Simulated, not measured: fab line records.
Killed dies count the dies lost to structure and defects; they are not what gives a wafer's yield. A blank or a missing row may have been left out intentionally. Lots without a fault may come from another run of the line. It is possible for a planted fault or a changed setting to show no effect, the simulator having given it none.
Chamber matching || flow n5Finfet || N5_BEOL_M4_VIA_ETCH_34 on rieDiel-01 has 4 sister chambers
The step etches the open film in C4F6/O2, target depth 69.4 nm, time 65.9 s. 4 wafers are shown with their chamber, then 7 later ones without.

WAFERS, EACH WITH ITS CHAMBER
{"wafer": "L079.1", "chamber": 2, "showerheadPlenumPTorr (Torr)": 2.79}
{"wafer": "L079.6", "chamber": 3, "showerheadPlenumPTorr (Torr)": 2.78}
{"wafer": "L086.1", "chamber": 1, "showerheadPlenumPTorr (Torr)": 2.87}
{"wafer": "L086.3", "chamber": 0, "showerheadPlenumPTorr (Torr)": 2.76}

WAFERS WITH NO CHAMBER GIVEN
{"wafer": "L086.4", "showerheadPlenumPTorr (Torr)": 2.77}
{"wafer": "L090.3", "showerheadPlenumPTorr (Torr)": 2.76}
{"wafer": "L090.4", "showerheadPlenumPTorr (Torr)": 2.76}
{"wafer": "L090.6", "showerheadPlenumPTorr (Torr)": 2.87}
{"wafer": "L091.1", "showerheadPlenumPTorr (Torr)": 2.76}
{"wafer": "L091.3", "showerheadPlenumPTorr (Torr)": 2.76}
{"wafer": "L091.5", "showerheadPlenumPTorr (Torr)": 2.87}

THE CHAMBER EACH PASSED THROUGH
{"wafer": "L086.4", "from the rows above": "can't be placed: 3 or 0", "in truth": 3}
{"wafer": "L090.3", "from the rows above": 0, "in truth": 0}
{"wafer": "L090.4", "from the rows above": 0, "in truth": 0}
{"wafer": "L090.6", "from the rows above": 1, "in truth": 1}
{"wafer": "L091.1", "from the rows above": 0, "in truth": 0}
{"wafer": "L091.3", "from the rows above": 0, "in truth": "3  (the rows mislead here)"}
{"wafer": "L091.5", "from the rows above": 1, "in truth": 1}
5 of 7 placed correctly. Unplaceable from these rows: 1, with the true chamber sitting among the candidates in 1. Placed wrongly: 1.
How it was worked out, from the rows above alone: a wafer's distance from a chamber is the root of the sum, over the readings, of the square of ((its reading less the chamber's mean) divided by the reading's scatter). The wafer belongs to the nearest chamber; if the next one is less than 2 further off, it can't be placed. The mean given for a chamber averages the wafers shown for that chamber. The scatter: root of mean squared gap, hidden wafer to nearest shown wafer, with one shown wafer a chamber.
